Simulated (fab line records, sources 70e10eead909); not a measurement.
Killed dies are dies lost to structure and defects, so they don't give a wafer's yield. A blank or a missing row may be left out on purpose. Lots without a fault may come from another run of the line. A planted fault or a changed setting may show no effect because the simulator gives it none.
fab line records | flow nand_harc
record lots=7 wafers=21 last_day=33
route steps=1302 shown A_CHANNEL_FILL_D1@495
lots that met no fault: from a run of the same line without faults
start_h: hours from the record's first day to the start of the lot's first wafer shown | wait_h: hours since the lot's step before | " the same as in the row above | L1.1+2: a row that stands for several wafers | - no value, or no start given | * or withheld: withheld | < > ~ a bound
route shown NAME@n: a module of which the file shows steps, and the number in the route of the first | usual: mean/standard deviation of fault-free wafers | same: alike in all rows | chamber/n: place in a boat | sites: the reading at each site | _std_site: their standard deviation | _edge_site: outer sites' mean less inner sites' | radius_mm: how far each site lies from the wafer's centre | mask NAME#n: copy n | behind: the tool/chamber that last shaped the wafer | hold: why the lot was held/for how many hours/how that ended | device: the transistor (n, p or np) that didn't switch | end of line: the same wafers' tests at the end of the route | a step without rows: its recipe alone | killed: dies lost to structure and defects at the first sort, not the wafer's yield | map: a wafer's dies, x killed, . not, _ none there
set.NAME: the setting as run; set.NAME@STEP: as run at that earlier step | model.NAME: the simulator's own value behind a step, which no gauge read
lots at some steps of the route; a table a step, a row a wafer
services: from which hour (start_h, from the record's first day; less than 0 if before it) a tool's chamber was out of use, for how many hours, and why
## steps
# step NHARC_A_CHANNEL_FILL_D1_ALD_15
# recipe target_thk_a=20 pulse_time_s=60 ald_cycles=19 temp_c=630 pressure_torr=2 material=SiNx
# usual chamber_pressure_Torr=1.999/0.0049 precursor_pulse_height_rel=0.999/0.018
# same ald_cycles=19
# columns lot.wafer tool chamber start_h wait_h chamber_pressure_Torr precursor_pulse_height_rel
L190.1 ald_sin_batch-02 0 - - 2.002 0.987
L190.2 " 0 " " 2.000 1.015
L190.4 " 0 " " 2.001 1.015
L199.1 ald_sin_batch-02 0 - - 2.006 0.991
L199.2 " 0 " " 2.007 1.003
L199.3 " 0 " " 2.002 1.025
L200.1 ald_sin_batch-02 0 - - 1.994 1.009
L200.2 " 0 " " 1.998 0.982
L200.4 " 0 " " 1.993 0.958
L201.1 ald_sin_batch-02 0 - - 1.998 1.000
L201.2 " 0 " " 2.000 0.984
L201.6 " 0 " " 2.001 0.997
L205.2 ald_sin_batch-01 0 - - 1.994 0.985
L205.4 " 0 " " 1.992 1.041
L205.5 " 0 " " 1.989 1.003
L206.1 ald_sin_batch-01 0 - - 2.002 1.033
L206.2 " 0 " " 2.001 0.980
L206.5 " 0 " " 2.004 0.990
L211.1 ald_sin_batch-02 0 - - 2.006 0.976
L211.2 " 0 " " 2.003 1.019
L211.3 " 0 " " 2.006 1.009
# step NHARC_A_CHANNEL_FILL_D1_ALD_16
# recipe target_thk_a=15 pulse_time_s=10 ald_cycles=15 temp_c=300 material=SiO2
# usual heater_power_outer_w=263/27 heater_power_w=464/39 precursor_pulse_height_rel=0.999/0.019
# same ald_cycles=15
# columns lot.wafer tool chamber start_h wait_h heater_power_outer_w heater_power_w precursor_pulse_height_rel
L190.1 ald_hk-03 3 226.63 0.0 293 508 0.984
L190.2 " 0 " " 248 515 0.975
L190.4 " 1 " " 247 477 1.001
L199.1 ald_hk-03 3 312.57 0.0 290 508 0.982
L199.3 " 0 " " 252 490 1.026
L199.2 " 2 " " 266 452 1.006
L200.1 ald_hk-04 0 321.72 0.0 263 445 1.009
L200.2 " 1 " " 243 421 1.029
L200.4 " 3 " " 294 504 0.985
L201.1 ald_hk-03 1 321.76 0.1 252 479 0.996
L201.2 " 2 " " 267 453 0.964
L201.6 " 3 " " 289 511 1.000
L205.4 ald_hk-03 2 364.69 0.1 261 467 0.993
L205.2 " 3 " " 287 514 0.997
L205.5 " 0 " " 259 503 0.980
L206.2 ald_hk-03 2 378.87 0.1 274 457 0.994
L206.1 " 0 " " 260 489 0.992
L206.5 " 2 " " 268 450 1.010
L211.2 ald_hk-04 3 431.80 1.5 312 513 1.024
L211.3 " 0 " " 263 454 1.024
L211.1 " 1 " " 245 427 1.014
# step NHARC_A_CHANNEL_FILL_D1_ANNEAL_17
# recipe temp_c=850 time_s=1800
# step NHARC_A_CHANNEL_FILL_D1_CVD_18
# recipe target_thk_a=30 temp_c=550 material=poly-Si
# step NHARC_A_CHANNEL_FILL_D1_ETCHBACK_19
# recipe target_depth_a=50 time_s=1.7 hbr_flow_sccm=150 cl2_flow_sccm=50 rf_w=400 icp_w=400 bias_w=100 chemistry=HBr/Cl2
# usual drypump_motor_current_A=5.8/0.38 oes_product_au=1.002/0.011 throttle_valve_pct=26.407/0.009
# columns lot.wafer tool chamber start_h wait_h drypump_motor_current_A oes_product_au rf_hours_counter_h throttle_valve_pct
L190.2 rie_si-05 3 238.93 0.4 6.4 0.991 0.41 26.403
L190.4 " 0 " " 5.4 1.004 0.44 26.406
L190.1 " 1 " " 5.8 1.015 0.50 26.397
L199.3 rie_si-03 2 324.52 0.4 6.2 0.990 0.52 26.416
L199.2 " 0 " " 5.9 1.010 0.52 26.407
L199.1 " 1 " " 5.8 1.002 0.58 26.405
L201.1 rie_si-05 0 334.35 0.4 5.5 1.023 0.25 26.409
L201.2 " 2 " " 5.7 1.011 0.12 26.391
L201.6 " 3 " " 6.4 0.999 - 26.401
L200.1 rie_si-02 1 334.36 0.4 5.3 0.987 0.30 26.398
L200.2 " 3 " " 5.1 1.007 0.36 26.409
L200.4 " 0 " " 5.5 0.991 0.38 26.407
L205.2 rie_si-03 1 376.54 0.4 5.9 1.003 0.93 26.403
L205.4 " 3 " " 5.8 0.999 0.70 26.401
L205.5 " 1 " " 5.9 1.013 - 26.417
L206.1 rie_si-05 0 390.66 0.4 5.5 1.019 0.66 26.411
L206.2 " 1 " " 5.8 0.986 0.58 26.404
L206.5 " 0 " " 5.5 1.022 - 26.407
L211.1 rie_si-02 3 443.44 0.4 5.1 1.008 0.98 26.402
L211.3 " 0 " " 5.5 1.006 1.08 26.422
L211.2 " 2 " " 6.2 1.013 0.66 26.414
# step NHARC_A_CHANNEL_FILL_D1_ETCHBACK_20
# recipe target_depth_a=270 time_s=13.5 c4f8_flow_sccm=withheld o2_flow_sccm=8 ar_flow_sccm=withheld rf_w=600 bias_w=1500 chemistry=C4F8/O2/Ar
# step NHARC_A_CHANNEL_FILL_D1_STRIP_28
# recipe time_s=20 o2_flow_sccm=500 ar_flow_sccm=0 bias_w=0 chemistry=O2
# usual drypump_motor_current_A=5.8/0.46 oes_product_au=1.000/0.0096 rf_vpp_V=57.7/0.93 showerhead_plenum_p_Torr=3.45/0.14 throttle_valve_pct=17.037/0.0087
# columns lot.wafer tool chamber start_h wait_h drypump_motor_current_A oes_product_au rf_hours_counter_h rf_vpp_V showerhead_plenum_p_Torr throttle_valve_pct
L190.2 rie_diel-07 1 239.14 0.1 6.5 0.997 6.9 58.1 3.40 17.030
L190.1 " 3 " " 5.3 1.000 7.3 59.3 3.77 17.036
L190.4 " 0 " " 5.9 0.998 6.9 57.4 3.47 17.035
L199.3 rie_diel-07 3 324.74 0.1 5.3 1.005 1.8 58.5 3.77 17.044
L199.2 " 0 " " 5.8 0.992 1.6 57.1 3.46 17.041
L199.1 " 1 " " 6.5 0.983 1.3 56.6 3.40 17.031
L201.2 rie_diel-07 2 334.58 0.1 5.6 0.989 1.8 55.8 3.37 17.024
L201.1 " 1 " " 6.5 0.972 1.6 57.9 3.40 17.056
L201.6 " 3 " " 5.2 1.006 - 58.4 3.77 17.030
L200.1 rie_diel-07 1 334.61 0.1 6.5 0.979 1.6 58.3 3.40 17.037
L200.2 " 3 " " 5.2 0.999 2.0 57.7 3.77 17.050
L200.4 " 0 " " 5.8 1.000 1.8 58.5 3.46 17.029
L205.2 rie_diel-01 3 376.85 0.1 6.2 1.014 10.3 60.6 3.70 17.033
L205.5 " 3 " " 6.2 1.012 - 58.4 3.70 17.049
L205.4 " 2 " " 4.9 0.999 - 57.1 3.43 17.031
L206.2 rie_diel-07 0 390.88 0.1 5.8 1.010 4.8 59.1 3.46 17.015
L206.1 " 3 " " 5.3 1.020 5.2 57.7 3.76 17.030
L206.5 " 0 " " 5.9 1.001 - 56.9 3.46 17.029
L211.1 rie_diel-07 3 443.67 0.1 5.3 1.009 7.2 58.8 3.76 17.047
L211.3 " 0 " " 5.9 1.005 7.2 58.4 3.46 17.031
L211.2 " 1 " " 6.5 0.989 6.8 57.6 3.39 17.043
# step NHARC_A_CHANNEL_FILL_D1_PRECLEAN_21
# recipe time_s=30 chemistry=dHF
# step NHARC_A_CHANNEL_FILL_D1_SRD_23
# step NHARC_A_CHANNEL_FILL_D1_CVD_05
# recipe target_thk_a=50 temp_c=550 material=poly-Si
# step NHARC_A_CHANNEL_FILL_D1_ANNEAL_22
# recipe temp_c=620 time_s=7200
# step NHARC_A_CHANNEL_FILL_D1_ALD_25
# recipe target_thk_a=600 pulse_time_s=10 ald_cycles=600 temp_c=300 material=SiOx
# usual ald_cycles=600/0 heater_power_outer_w=262/27 heater_power_w=463/40 precursor_pulse_height_rel=1.000/0.021
# columns lot.wafer tool chamber start_h wait_h ald_cycles heater_power_outer_w heater_power_w precursor_pulse_height_rel
L190.2 ald_hk-04 0 254.84 0.7 600 256 455 1.020
L190.1 " 1 " " 600 254 441 1.015
L190.4 " 2 " " 600 292 484 0.963
L199.1 ald_hk-02 1 336.63 0.1 - - - -
L199.2 " 3 337.87 1.3 - - - -
L199.3 " 0 " " - - - -
L201.2 ald_hk-02 1 346.16 0.1 - - - -
L201.1 " 2 " " - - - -
L201.6 " 1 348.59 2.5 - - - -
L200.1 ald_hk-03 3 346.67 0.6 - - - -
L200.4 " 1 347.91 1.8 - - - -
L200.2 " 2 " " - - - -
L205.4 ald_hk-02 0 388.65 0.0 600 237 422 0.982
L205.2 " 3 390.48 1.9 600 207 365 0.986
L205.5 " 1 391.70 3.1 600 230 426 0.961
L206.2 ald_hk-03 2 406.77 0.1 600 258 453 0.973
L206.1 " 1 410.41 3.7 600 256 481 0.976
L206.5 " 2 411.63 4.9 600 259 446 1.013
L211.2 ald_hk-04 2 455.64 0.1 600 304 477 1.032
L211.1 " 3 " " 600 316 524 1.001
L211.3 " 1 457.52 1.9 600 245 425 1.018
# step NHARC_A_CHANNEL_FILL_D1_ETCHBACK_08
# recipe target_depth_a=2200 time_s=110 c4f8_flow_sccm=20 ar_flow_sccm=withheld rf_w=600 bias_w=300 chemistry=C4F8
# usual oes_product_au=0.95/0.036 rf_vpp_V=439.2/2.6
# columns lot.wafer tool chamber start_h wait_h oes_product_au rf_hours_counter_h rf_vpp_V
L190.1 rie_diel-07 2 - - 0.92 8.0 438.9
L190.4 " 0 " " 0.92 7.4 440.2
L190.2 " 1 " " 0.93 7.4 439.1
L199.2 rie_diel-07 1 - - 0.91 1.7 439.6
L199.1 " 2 " " 0.92 1.9 436.6
L199.3 " 3 " " 0.93 2.0 443.9
L201.1 rie_diel-07 0 - - 0.91 2.5 438.9
L201.2 " 1 " " 0.92 2.1 439.0
L201.6 " 1 " " 0.91 - 439.1
L200.2 rie_diel-07 0 - - 0.92 2.6 439.5
L200.1 " 2 " " 0.90 2.3 437.0
L200.4 " 3 " " 0.92 2.6 443.8
L205.2 rie_diel-08 2 - - 0.99 0.6 437.6
L205.4 " 0 " " 1.00 0.8 435.8
L205.5 " 2 " " 0.99 - 436.6
L206.1 rie_diel-07 2 - - 0.92 5.8 437.8
L206.2 " 0 " " 0.93 5.6 439.7
L206.5 " 2 " " 0.91 - 436.7
L211.1 rie_diel-01 2 - - 1.02 5.4 438.6
L211.2 " 3 " " 1.01 4.6 444.0
L211.3 " 0 " " 1.00 5.6 439.0
## services
# columns tool chamber start_h hours kind
rie_diel-01 - 204.04 9.0 pm
rie_si-05 0 211.53 4.1 repair
ald_hk-03 - 212.65 10.0 pm
rie_diel-01 3 213.61 21.9 repair
rie_si-03 - 221.00 9.0 pm
ald_hk-04 - 259.52 10.0 pm
ald_sin_batch-02 - 266.00 26.0 pm
rie_si-03 - 272.13 0.3 repair
rie_si-02 - 273.48 0.4 repair
rie_si-02 - 277.00 9.0 pm
rie_si-02 0 288.93 1.8 repair
rie_diel-07 3 291.53 15.1 repair
rie_diel-07 - 294.24 9.0 pm
rie_si-05 - 305.00 9.0 pm
rie_si-03 1 314.33 2.0 repair
rie_diel-01 0 321.96 4.9 repair
rie_diel-01 0 329.86 5.3 repair
rie_si-02 2 340.71 11.2 repair
rie_diel-01 1 353.89 29.6 repair
ald_hk-04 - 362.84 1.4 repair
ald_hk-04 - 406.70 0.8 repair
rie_diel-07 2 446.04 6.1 repair
rie_diel-07 - 446.50 0.3 repair
rie_diel-07 0 452.53 13.6 repair
## key
first_sign step=NHARC_A_CHANNEL_FILL_D1_ALD_25 reading=tool_record direction=missing
effect none on later readings
met_at NHARC_A_CHANNEL_FILL_D1_ALD_25
struck_wafers L199.1,L199.2,L199.3,L200.1,L200.2,L200.4,L201.1,L201.2,L201.6
later_rows_left_out L199.1,L199.2,L199.3,L200.1,L200.2,L200.4,L201.1,L201.2,L201.6
sort_left_out L199.1,L199.2,L199.3,L200.1,L200.2,L200.4,L201.1,L201.2,L201.6
tester_left_out L199,L200,L201
fault kind=skipped_step_whole tool=ald_hk-02,ald_hk-03 chamber=- onset_h=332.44 steps=NHARC_A_CHANNEL_FILL_D1_ALD_25 scope=struck_lots_only
# tester_left_out: of these lots the tester's yield and bins aren't shown, on N5 and GAA mostly nor the transistor test; their killed dies are dies lost to structure and defects alone, not to doping, threshold or leakage, so they don't give the yield
# sort_left_out: the simulated sort isn't trusted on such a fault, so these wafers' sort isn't shown, and their yield isn't known
# later_rows_left_out: the simulator's readings of these wafers behind a module that went badly wrong aren't trusted and aren't shown, but for the sort
